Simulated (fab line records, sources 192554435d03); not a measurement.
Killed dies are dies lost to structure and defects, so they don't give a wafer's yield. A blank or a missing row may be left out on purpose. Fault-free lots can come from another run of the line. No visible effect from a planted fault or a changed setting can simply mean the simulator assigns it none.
fab line records	flow n5Finfet
record lots=7	wafers=21
route steps=1938 shown BEOL_M7@1273 BEOL_M8@1357 BEOL_M10@1494
startH: hours from the record's first day to the start of the lot's first wafer shown	waitH: hours since the lot's step before	" as in the row above	L1.1+2: a row that stands for several wafers	- value missing, or start not given	* or withheld: withheld	< > ~ a bound
route shown NAME@n: NAME is a module with steps in the file, n the number in the route of the first one	usual: mean and standard deviation over wafers with no fault	same: alike in all rows	chamber/n: place in a boat	sites: per-site readings	_std_site: how widely they spread, as a standard deviation	_edge_site: inner sites' mean taken away from outer sites' mean	radiusMm: how far each site lies from the wafer's centre	mask NAME#n: copy n	behind: the last tool/chamber to shape the wafer	hold: the reason the lot was held/the length of the hold in hours/how it ended	device: which transistor (n, p or np) failed to switch	end of line: tests of these same wafers at the route's end	a step with no rows: only its recipe	killed: dies that structure and defects cost at the first sort, which is not the same as the wafer's yield	map: the dies of a wafer, with x for killed, . for not killed, _ for no die there
set.NAME: setting as actually run; set.NAME@STEP: the setting as run at that earlier step	model.NAME: the simulator's own value behind a step, which no gauge read
lots run with intentionally changed settings; tables by step, rows by wafer
## steps
# step N5_BEOL_M7_EXPOSE_08
# recipe maskId=M7	na=1.35	sourceShape=dipole	sigmaInner=0.817	sigmaOuter=0.97	polarization=te	doseMj=68.25
lot.wafer	tool	chamber	startH	waitH	mask	set.doseMj
L076.1+2+5	arfiScanner-01	0	194.98	-	M7#0	66.54
L077.3	arfiScanner-02	0	208.95	-	M7#0	68.25
L077.4+6	"	0	"	"	M7#0	66.64
L082.2+5	arfiScanner-02	0	236.91	-	M7#0	69.97
L082.4	"	0	"	"	M7#0	68.25
L084.1+3	arfiScanner-02	0	246.42	-	M7#0	69.66
L084.4	"	0	"	"	M7#0	68.25
L085.1	arfiScanner-01	0	249.93	-	M7#0	68.25
L085.4+5	"	0	"	"	M7#0	69.92
L097.1+3+4	arfiScanner-02	0	339.59	-	M7#0	68.25
L096.2+5	arfiScanner-03	0	345.46	-	M7#0	73.35
L096.6	"	0	"	"	M7#0	68.25
# step N5_BEOL_M7_PEB_09
# recipe pebTempC=withheld	pebTimeS=60	resist=CAR-ArF
# step N5_BEOL_M7_DEVELOP_10
# recipe developTimeS=30	developer=TMAH	resist=CAR-ArF	rinseLiquid=diw	dry=airSpin	devTempC=23
# step N5_BEOL_M7_CD_MEAS_11
# recipe targetCdNm=38.5	landingEnergyEv=500	detector=seInlens	polarity=opening
# usual cdNm=38.4/0.57
lot.wafer	tool	chamber	startH	waitH	set.doseMj@BEOL_M7_EXPOSE_08	cdNm
L076.1	cdSem-02	0	195.11	-	66.54	37.2
L076.2	"	0	"	"	66.54	37.3
L076.5	"	0	"	"	66.54	38.1
L077.3	cdSem-01	0	209.07	-	68.25	38.7
L077.4	"	0	"	"	66.64	37.7
L077.6	"	0	"	"	66.64	37.0
L082.2	cdSem-03	0	237.03	-	69.97	39.4
L082.4	"	0	"	"	68.25	37.7
L082.5	"	0	"	"	69.97	39.0
L084.1	cdSem-03	0	246.55	-	69.66	38.4
L084.3	"	0	"	"	69.66	39.1
L084.4	"	0	"	"	68.25	37.9
L085.1	cdSem-01	0	250.06	-	68.25	38.4
L085.4	"	0	"	"	69.92	38.8
L085.5	"	0	"	"	69.92	39.6
L097.1	cdSem-02	0	339.72	-	68.25	39.0
L097.3	"	0	"	"	68.25	39.2
L097.4	"	0	"	"	68.25	37.9
L096.2	cdSem-03	0	345.58	-	73.35	42.0
L096.5	"	0	"	"	73.35	41.9
L096.6	"	0	"	"	68.25	38.8
# step N5_BEOL_M7_DESCUM_16
# recipe chemistry=O2	timeS=7.9	sourcePowerW=50	biasPowerW=20	pressureMtorr=20	rfFrequencyHz=2.712e+07	tempC=40	resist=CAR-ArF	o2FlowSccm=225
# step N5_BEOL_M7_ETCH_61
# recipe chemistry=CF4	target=SiARC	targetDepthA=455	maskMaterial=CAR-ArF	timeS=75.8	ionEnergyEv=80	pressureMtorr=40	sourceW=545	biasW=36	Ar_flow_sccm=100	cf4FlowSccm=100	ends=cleared
lot.wafer	tool	chamber	startH	waitH	set.doseMj@BEOL_M7_EXPOSE_08	model.BEOL_M7.cdOffsetNm
L076.1	rieDiel-03	3	195.26	0.0	66.54	-1.4
L076.2	"	2	"	"	66.54	-1
L076.5	"	2	"	"	66.54	-0.4
L077.3	rieDiel-01	1	209.20	0.0	68.25	0.4
L077.4+6	"	0,2	"	"	66.64	-1
L082.2	rieDiel-06	1	237.16	0.0	69.97	0.8
L082.4	"	3	"	"	68.25	-0.2
L082.5	"	2	"	"	69.97	0.4
L084.1	rieDiel-03	1	246.75	0.0	69.66	0
L084.3	"	3	"	"	69.66	0.6
L084.4	"	0	"	"	68.25	-0.2
L085.1	rieDiel-06	0	250.29	0.0	68.25	-0.4
L085.4+5	"	1,2	"	"	69.92	0.6
L097.1+3	rieDiel-01	2,3	339.84	0.0	68.25	0.2
L097.4	"	1	"	"	68.25	-0.6
L096.2	rieDiel-01	1	345.99	0.0	73.35	3.8
L096.5	"	3	"	"	73.35	3.4
L096.6	"	0	"	"	68.25	0.4
# step N5_BEOL_M7_ETCH_62
# recipe chemistry=N2/H2	target=SOC	targetDepthA=1100	overetchA=220	maskMaterial=SiARC	tempC=40	timeS=165	ionEnergyEv=200	pressureMtorr=30	sourceW=840	biasW=150	n2FlowSccm=200	h2FlowSccm=200
# usual rfVppV=523.8/2.3
lot.wafer	tool	chamber	startH	waitH	set.sourceW	rfVppV
L076.1	rieDiel-03	3	195.31	0.0	840	526.9
L076.2	"	2	"	"	935.7	503.5
L076.5	"	2	"	"	840	522.5
L077.3	rieDiel-01	1	209.26	0.0	840	524.8
L077.4	"	0	"	"	840	524.5
L077.6	"	2	"	"	840	523.5
L082.2	rieDiel-06	1	237.21	0.0	840	522.5
L082.4	"	3	"	"	840	528.7
L082.5	"	2	"	"	759.1	540.6
L084.1	rieDiel-03	1	246.81	0.0	725.6	550.8
L084.3	"	3	"	"	725.6	551.6
L084.4	"	0	"	"	725.6	550.3
L085.1	rieDiel-06	0	250.35	0.0	840	520.4
L085.4	"	1	"	"	840	523.9
L085.5	"	2	"	"	840	521.0
L097.1	rieDiel-01	2	339.90	0.0	840	524.3
L097.3	"	3	"	"	840	521.9
L097.4	"	1	"	"	840	525.6
L096.2	rieDiel-01	1	346.04	0.0	840	526.4
L096.5	"	3	"	"	707.7	550.2
L096.6	"	0	"	"	840	524.1
# step N5_BEOL_M7_STRIP_68
# recipe chemistry=N2/H2	tempC=40	n2FlowSccm=200	h2FlowSccm=200	rfFrequencyHz=6e+07
# step N5_BEOL_M7_STRIP_67
# recipe chemistry=CF4	resist=SiARC	powerW=300	biasPowerW=75	pressureMtorr=50	cf4FlowSccm=150	rfFrequencyHz=6e+07
# step N5_BEOL_M7_HM_OPEN_17
# recipe chemistry=Cl2/BCl3	targetDepthA=200	overetchA=60	target=TiN	maskMaterial=SOC	ionEnergyEv=150	pressureMtorr=10	icpW=1000	biasW=126	Cl2_flow_sccm=53.25	bcl3FlowSccm=21.75	Ar_flow_sccm=25
lot.wafer	tool	chamber	startH	waitH	set.doseMj@BEOL_M7_EXPOSE_08	model.BEOL_M7.cdOffsetNm
L076.1+2	rieMetal-03	1,0	195.50	0.0	66.54	-1.2
L076.5	"	0	"	"	66.54	-1
L077.3	rieMetal-03	0	209.47	0.1	68.25	0.2
L077.4	"	1	"	"	66.64	-1.2
L077.6	"	1	"	"	66.64	-0.8
L082.2	rieMetal-03	1	237.40	0.0	69.97	0.8
L082.4	"	1	"	"	68.25	-0.2
L082.5	"	0	"	"	69.97	0.4
L084.1	rieMetal-03	1	247.05	0.1	69.66	-0.6
L084.3	"	0	"	"	69.66	0.2
L084.4	"	1	"	"	68.25	-1.2
L085.1	rieMetal-02	1	250.53	0.0	68.25	-0.2
L085.4	"	1	"	"	69.92	0.6
L085.5	"	0	"	"	69.92	1
L097.1	rieMetal-01	0	340.09	0.0	68.25	0.4
L097.3	"	0	"	"	68.25	0.2
L097.4	"	1	"	"	68.25	-0.4
L096.2	rieMetal-01	0	346.23	0.0	73.35	3.6
L096.5	"	1	"	"	73.35	2.8
L096.6	"	0	"	"	68.25	0
# step N5_BEOL_M7_STRIP_19
# recipe chemistry=O2	powerW=400	tempC=40	pressureMtorr=30	rfFrequencyHz=6e+07	biasPowerW=0	overashFraction=0.2	o2FlowSccm=225
lot.wafer	tool	chamber	startH	waitH	set.pressureMtorr
L076.1+2+5	rieDiel-03	1,3,3	195.61	0.1	25.35
L077.3+4+6	rieDiel-03	1,2,3	209.55	0.1	23.5
L082.2+4+5	rieDiel-03	0,1,1	237.51	0.1	23.98
L084.1+3+4	rieDiel-01	3,1,3	247.23	0.1	30
L085.1+4+5	rieDiel-03	3,1,1	250.65	0.1	27.14
L097.1+3+4	rieDiel-01	1,3,2	340.20	0.1	30
L096.2+5+6	rieDiel-01	1,3,2	346.34	0.1	28.22
# step N5_BEOL_M7_CD_MEAS_18
# recipe pitchNm=80	targetCdNm=40
# usual cdNm=39.8/0.62
lot.wafer	tool	chamber	startH	waitH	set.doseMj@BEOL_M7_EXPOSE_08	cdNm
L076.1	cdSem-03	-	195.68	0.0	66.54	38.8
L076.2	"	-	"	"	66.54	39.1
L076.5	"	-	"	"	66.54	38.8
L077.3	cdSem-03	-	209.63	0.1	68.25	40.4
L077.4	"	-	"	"	66.64	38.7
L077.6	"	-	"	"	66.64	39.2
L082.2	cdSem-01	-	237.58	0.1	69.97	41.0
L082.4	"	-	"	"	68.25	39.4
L082.5	"	-	"	"	69.97	40.4
L084.1	cdSem-02	-	247.30	0.1	69.66	39.5
L084.3	"	-	"	"	69.66	40.1
L084.4	"	-	"	"	68.25	38.8
L085.1	cdSem-02	-	250.72	0.1	68.25	39.9
L085.4	"	-	"	"	69.92	40.6
L085.5	"	-	"	"	69.92	41.1
L097.1	cdSem-03	-	340.27	0.0	68.25	40.6
L097.3	"	-	"	"	68.25	40.2
L097.4	"	-	"	"	68.25	39.7
L096.2	cdSem-01	-	346.42	0.1	73.35	44.0
L096.5	"	-	"	"	73.35	42.5
L096.6	"	-	"	"	68.25	40.0
# step N5_BEOL_M7_COAT_63
# recipe resist=SOC	tempC=250	timeS=60	spinRpm=1500	resistThkNm=60
# step N5_BEOL_M7_COAT_64
# recipe resist=SiARC	tempC=220	timeS=60	spinRpm=1500	resistThkNm=12
# step N5_BEOL_M7_PRECLEAN_42
# recipe chemistry=residueRemover	timeS=60	tempC=40
# step N5_BEOL_M7_SRD_43
# recipe timeS=30	tempC=23	rinseLiquid=diw	dry=ipaMarangoni
# step N5_BEOL_M7_CD_MEAS_35
# recipe targetCdNm=40	polarity=opening
# usual cdNm=39.9/0.59
lot.wafer	tool	chamber	startH	waitH	set.doseMj@BEOL_M7_EXPOSE_08	cdNm
L076.1	cdSem-02	-	201.11	0.0	66.54	38.8
L076.2	"	-	"	"	66.54	38.8
L076.5	"	-	"	"	66.54	39.1
L077.3	cdSem-01	-	211.59	0.0	68.25	40.1
L077.4	"	-	"	"	66.64	39.0
L077.6	"	-	"	"	66.64	39.2
L082.2	cdSem-03	-	241.26	0.0	69.97	41.1
L082.4	"	-	"	"	68.25	40.0
L082.5	"	-	"	"	69.97	40.2
L084.1	cdSem-01	-	249.57	0.0	69.66	39.5
L084.3	"	-	"	"	69.66	40.4
L084.4	"	-	"	"	68.25	38.8
L085.1	cdSem-03	-	251.79	0.0	68.25	40.1
L085.4	"	-	"	"	69.92	40.5
L085.5	"	-	"	"	69.92	41.1
L097.1	cdSem-01	-	342.74	0.0	68.25	39.9
L097.3	"	-	"	"	68.25	40.2
L097.4	"	-	"	"	68.25	39.5
L096.2	cdSem-03	-	348.97	0.0	73.35	43.3
L096.5	"	-	"	"	73.35	42.6
L096.6	"	-	"	"	68.25	39.9
# step N5_BEOL_M8_COAT_64
# recipe resist=SiARC	tempC=220	timeS=60	spinRpm=1500	resistThkNm=12
lot.wafer	tool	chamber	startH	waitH	set.spinRpm	model.SiARC_of_BEOL_M8_COAT_64.thkNm
L076.1+2+5	lithoTrack-01	0	-	-	1500	12
L077.3+4	lithoTrack-04	0	-	-	1500	12
L077.6	"	0	"	"	1341	12.6
L082.2+5	lithoTrack-01	0	-	-	1595	11.6
L082.4	"	0	"	"	1500	12
L084.1+3+4	lithoTrack-04	0	-	-	1500	12
L085.1+4+5	lithoTrack-05	0	-	-	1500	12
L097.1+3+4	lithoTrack-04	0	-	-	1500	12
L096.2	lithoTrack-04	0	-	-	1567	11.8
L096.5+6	"	0	"	"	1500	12
# step N5_BEOL_M8_EXPOSE_25
# recipe maskId=V7	na=0.33	sourceShape=annular	sigmaInner=0.4	sigmaOuter=0.8	polarization=unpolarized	targetCdNm=40	doseMj=42.5
lot.wafer	tool	chamber	startH	waitH	mask	set.doseMj
L076.1+2+5	euvScanner-02	0	210.67	-	V7#0	42.5
L077.3+4+6	euvScanner-02	0	218.16	-	V7#0	42.5
L082.2+4	euvScanner-02	0	248.57	-	V7#0	42.5
L082.5	"	0	"	"	V7#0	41.44
L084.1+4	euvScanner-02	0	260.16	-	V7#0	42.5
L084.3	"	0	"	"	V7#0	44.87
L085.1	euvScanner-02	0	261.05	-	V7#0	44.41
L085.4+5	"	0	"	"	V7#0	42.5
L097.1+3+4	euvScanner-01	0	351.28	-	V7#0	42.5
L096.2+5+6	euvScanner-02	0	361.20	-	V7#0	42.5
# step N5_BEOL_M8_PEB_26
# recipe pebTempC=100	pebTimeS=60	resist=CAR-EUV
# step N5_BEOL_M8_DEVELOP_27
# recipe developTimeS=30	developer=TMAH	resist=CAR-EUV	rinseLiquid=surfactantRinse	dry=airSpin	devTempC=23
# step N5_BEOL_M8_CD_MEAS_28
# recipe targetCdNm=40	landingEnergyEv=500	detector=seInlens
# usual cdNm=39.99/0.26
lot.wafer	tool	chamber	startH	waitH	set.doseMj@BEOL_M8_EXPOSE_25	cdNm
L076.1	cdSem-02	0	210.81	-	42.5	39.85
L076.2	"	0	"	"	42.5	39.82
L076.5	"	0	"	"	42.5	39.71
L077.3	cdSem-02	0	218.28	-	42.5	40.03
L077.4	"	0	"	"	42.5	40.00
L077.6	"	0	"	"	42.5	39.69
L082.2	cdSem-02	0	248.69	-	42.5	39.69
L082.4	"	0	"	"	42.5	39.68
L082.5	"	0	"	"	41.44	39.47
L084.1	cdSem-03	0	260.29	-	42.5	40.12
L084.3	"	0	"	"	44.87	41.04
L084.4	"	0	"	"	42.5	39.70
L085.1	cdSem-03	0	261.19	-	44.41	41.01
L085.4	"	0	"	"	42.5	40.08
L085.5	"	0	"	"	42.5	39.96
L097.1	cdSem-02	0	351.41	-	42.5	40.31
L097.3	"	0	"	"	42.5	39.72
L097.4	"	0	"	"	42.5	39.98
L096.2	cdSem-02	0	361.32	-	42.5	40.03
L096.5	"	0	"	"	42.5	40.08
L096.6	"	0	"	"	42.5	40.52
# step N5_BEOL_M8_DESCUM_33
# recipe chemistry=O2	timeS=7	sourcePowerW=50	biasPowerW=20	pressureMtorr=20	rfFrequencyHz=2.712e+07	tempC=40	resist=CAR-EUV	o2FlowSccm=225
lot.wafer	tool	chamber	startH	waitH	set.doseMj@BEOL_M8_EXPOSE_25	model.BEOL_M8.cdNm
L076.1+5	rieDiel-02	0,1	210.93	0.0	42.5	39.8
L076.2	"	3	"	"	42.5	40
L077.3+6	rieDiel-02	3,1	218.63	0.3	42.5	39.8
L077.4	"	2	"	"	42.5	40
L082.2	rieDiel-04	0	248.83	0.1	42.5	39.6
L082.4	"	2	"	"	42.5	40
L082.5	"	1	"	"	41.44	39.4
L084.1+4	rieDiel-05	0,3	260.41	0.0	42.5	39.8
L084.3	"	2	"	"	44.87	41
L085.1	rieDiel-02	1	261.31	0.0	44.41	40.8
L085.4+5	"	0	"	"	42.5	40
L097.1	rieDiel-04	2	351.56	0.1	42.5	40
L097.3+4	"	0,2	"	"	42.5	39.8
L096.2+5	rieDiel-02	2,1	361.44	0.0	42.5	40
L096.6	"	3	"	"	42.5	40.2
# step N5_BEOL_M8_ETCH_72
# recipe chemistry=N2/H2	target=underlayer	targetDepthA=65	maskMaterial=CAR-EUV	timeS=5.2	ionEnergyEv=200	pressureMtorr=30	sourceW=840	biasW=150	n2FlowSccm=200	h2FlowSccm=200	ends=cleared
lot.wafer	tool	chamber	startH	waitH	set.doseMj@BEOL_M8_EXPOSE_25	model.BEOL_M8.cdNm
L076.1+2+5	rieDiel-02	0,3,1	210.96	0.0	42.5	40
L077.3+4+6	rieDiel-02	3,2,1	218.66	0.0	42.5	40
L082.2	rieDiel-04	0	248.87	0.0	42.5	39.8
L082.4	"	2	"	"	42.5	40
L082.5	"	1	"	"	41.44	39.2
L084.1+4	rieDiel-05	0,3	260.45	0.0	42.5	39.8
L084.3	"	2	"	"	44.87	41
L085.1	rieDiel-02	1	261.34	0.0	44.41	40.8
L085.4+5	"	0	"	"	42.5	40
L097.1+3+4	rieDiel-04	2,0,2	351.59	0.0	42.5	39.8
L096.2+6	rieDiel-02	2,3	361.48	0.0	42.5	40.2
L096.5	"	1	"	"	42.5	40
# step N5_BEOL_M8_ETCH_65
# recipe chemistry=CF4	target=SiARC	targetDepthA=156	maskMaterial=CAR-EUV	timeS=26	ionEnergyEv=80	pressureMtorr=40	sourceW=545	biasW=36	Ar_flow_sccm=100	cf4FlowSccm=100	ends=cleared
lot.wafer	tool	chamber	startH	waitH	set.spinRpm@BEOL_M8_COAT_64	set.doseMj@BEOL_M8_EXPOSE_25	model.BEOL_M8.cdNm	model.etch.depthNm
L076.1	rieDiel-02	0	210.98	0.0	1500	42.5	39.8	12
L076.2	"	3	"	"	1500	42.5	40	12.04
L076.5	"	1	"	"	1500	42.5	40	12.02
L077.3	rieDiel-02	3	218.68	0.0	1500	42.5	40	11.94
L077.4	"	2	"	"	1500	42.5	39.8	11.95
L077.6	"	1	"	"	1341	42.5	39.8	12.67
L082.2	rieDiel-04	0	248.88	0.0	1595	42.5	39.8	11.67
L082.4	"	2	"	"	1500	42.5	40	12.03
L082.5	"	1	"	"	1595	41.44	39.4	11.64
L084.1	rieDiel-05	0	260.46	0.0	1500	42.5	39.8	12.04
L084.3	"	2	"	"	1500	44.87	41.2	12.04
L084.4	"	3	"	"	1500	42.5	39.6	12.03
L085.1	rieDiel-02	1	261.36	0.0	1500	44.41	40.8	12.04
L085.4	"	0	"	"	1500	42.5	40	12.02
L085.5	"	0	"	"	1500	42.5	39.8	12.02
L097.1	rieDiel-04	2	351.61	0.0	1500	42.5	40	12.04
L097.3	"	0	"	"	1500	42.5	39.8	12
L097.4	"	2	"	"	1500	42.5	39.8	12.02
L096.2	rieDiel-02	2	361.49	0.0	1567	42.5	40	11.73
L096.5	"	1	"	"	1500	42.5	40	11.99
L096.6	"	3	"	"	1500	42.5	40	12
# step N5_BEOL_M8_ETCH_66
# recipe chemistry=N2/H2	target=SOC	targetDepthA=800	overetchA=160	maskMaterial=SiARC	tempC=40	timeS=120	ionEnergyEv=200	pressureMtorr=30	sourceW=840	biasW=150	n2FlowSccm=200	h2FlowSccm=200
# step N5_BEOL_M8_STRIP_69
# recipe chemistry=N2/H2	tempC=40	n2FlowSccm=200	h2FlowSccm=200	rfFrequencyHz=6e+07
# step N5_BEOL_M8_STRIP_73
# recipe chemistry=N2/H2	tempC=40	n2FlowSccm=200	h2FlowSccm=200	rfFrequencyHz=6e+07
# step N5_BEOL_M8_VIA_ETCH_34
# recipe chemistry=C4F6/O2	target=SiCOH_lowk	targetDepthA=1255	maskMaterial=SOC	taperDeg=4	timeS=50.5	ionEnergyEv=250	pressureMtorr=30	sourceW=345	biasW=185	Ar_flow_sccm=300	C4F6_flow_sccm=10	O2_flow_sccm=10
lot.wafer	tool	chamber	startH	waitH	set.doseMj@BEOL_M8_EXPOSE_25	model.BEOL_M8.cdNm
L076.1+2	rieDiel-02	0,3	211.11	0.0	42.5	40
L076.5	"	1	"	"	42.5	39.8
L077.3	rieDiel-02	3	218.81	0.0	42.5	40
L077.4	"	2	"	"	42.5	40.2
L077.6	"	1	"	"	42.5	39.6
L082.2	rieDiel-04	0	249.01	0.0	42.5	39.8
L082.4	"	2	"	"	42.5	40
L082.5	"	1	"	"	41.44	39.4
L084.1	rieDiel-05	0	260.59	0.0	42.5	39.8
L084.3	"	2	"	"	44.87	41
L084.4	"	3	"	"	42.5	39.6
L085.1	rieDiel-02	1	261.49	0.0	44.41	40.6
L085.4	"	0	"	"	42.5	39.6
L085.5	"	0	"	"	42.5	39.8
L097.1	rieDiel-04	2	351.74	0.0	42.5	40
L097.3	"	0	"	"	42.5	39.6
L097.4	"	2	"	"	42.5	39.8
L096.2	rieDiel-02	2	361.62	0.0	42.5	40.4
L096.5+6	"	1,3	"	"	42.5	39.8
# step N5_BEOL_M10_COAT_63
# recipe resist=SOC	tempC=250	timeS=60	spinRpm=1500	resistThkNm=100
lot.wafer	tool	chamber	startH	waitH	set.spinRpm	model.SOC_of_BEOL_M10_COAT_63.thkNm
L076.1	lithoTrack-02	0	225.99	1.6	1500	99.8
L076.2	"	0	"	"	1615	96.2
L076.5	"	0	"	"	1615	96.4
L077.3	lithoTrack-02	0	232.56	0.3	1644	95.4
L077.4	"	0	"	"	1500	99.8
L077.6	"	0	"	"	1644	95.2
L082.2+5	lithoTrack-04	0	269.53	1.3	1362	105.4
L082.4	"	0	"	"	1500	100.2
L085.1	lithoTrack-02	0	277.39	0.8	1344	105.4
L085.4	"	0	"	"	1500	99.8
L085.5	"	0	"	"	1344	105.6
L084.1	lithoTrack-05	0	277.51	1.3	1500	100.2
L084.3	"	0	"	"	1500	100
L084.4	"	0	"	"	1611	96.6
L097.1+3	lithoTrack-05	0	367.78	1.1	1500	100.6
L097.4	"	0	"	"	1500	100.4
L096.2	lithoTrack-04	0	378.31	0.6	1450	101.8
L096.5	"	0	"	"	1500	100.2
L096.6	"	0	"	"	1450	102.2
## key
split step=N5_BEOL_M7_EXPOSE_08	setting=doseMj	stated=68.25	by=wafer
response step=N5_BEOL_M7_CD_MEAS_11	reading=cdNm	change=+0.439	per=1%	r=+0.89
response step=N5_BEOL_M7_ETCH_61	reading=model.BEOL_M7.cdOffsetNm	change=+0.419	per=1%	r=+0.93
response step=N5_BEOL_M7_HM_OPEN_17	reading=model.BEOL_M7.cdOffsetNm	change=+0.427	per=1%	r=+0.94
response step=N5_BEOL_M7_CD_MEAS_18	reading=cdNm	change=+0.46	per=1%	r=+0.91
response step=N5_BEOL_M7_CD_MEAS_35	reading=cdNm	change=+0.4	per=1%	r=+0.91
split step=N5_BEOL_M7_ETCH_62	setting=sourceW	stated=840	by=wafer
response step=N5_BEOL_M7_ETCH_62	reading=rfVppV	change=-1.66	per=1%	r=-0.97
split step=N5_BEOL_M7_STRIP_19	setting=pressureMtorr	stated=30	by=lot
response none clear
split step=N5_BEOL_M8_COAT_64	setting=spinRpm	stated=1500	by=wafer
response step=N5_BEOL_M8_COAT_64	reading=model.SiARC_of_BEOL_M8_COAT_64.thkNm	change=-0.0568	per=1%	r=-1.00
response step=N5_BEOL_M8_ETCH_65	reading=model.etch.depthNm	change=-0.0653	per=1%	r=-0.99
split step=N5_BEOL_M8_EXPOSE_25	setting=doseMj	stated=42.5	by=wafer
response step=N5_BEOL_M8_CD_MEAS_28	reading=cdNm	change=+0.196	per=1%	r=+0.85
response step=N5_BEOL_M8_DESCUM_33	reading=model.BEOL_M8.cdNm	change=+0.196	per=1%	r=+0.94
response step=N5_BEOL_M8_ETCH_72	reading=model.BEOL_M8.cdNm	change=+0.209	per=1%	r=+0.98
response step=N5_BEOL_M8_ETCH_65	reading=model.BEOL_M8.cdNm	change=+0.237	per=1%	r=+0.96
response step=N5_BEOL_M8_VIA_ETCH_34	reading=model.BEOL_M8.cdNm	change=+0.218	per=1%	r=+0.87
split step=N5_BEOL_M10_COAT_63	setting=spinRpm	stated=1500	by=wafer
response step=N5_BEOL_M10_COAT_63	reading=model.SOC_of_BEOL_M10_COAT_63.thkNm	change=-0.51	per=1%	r=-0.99
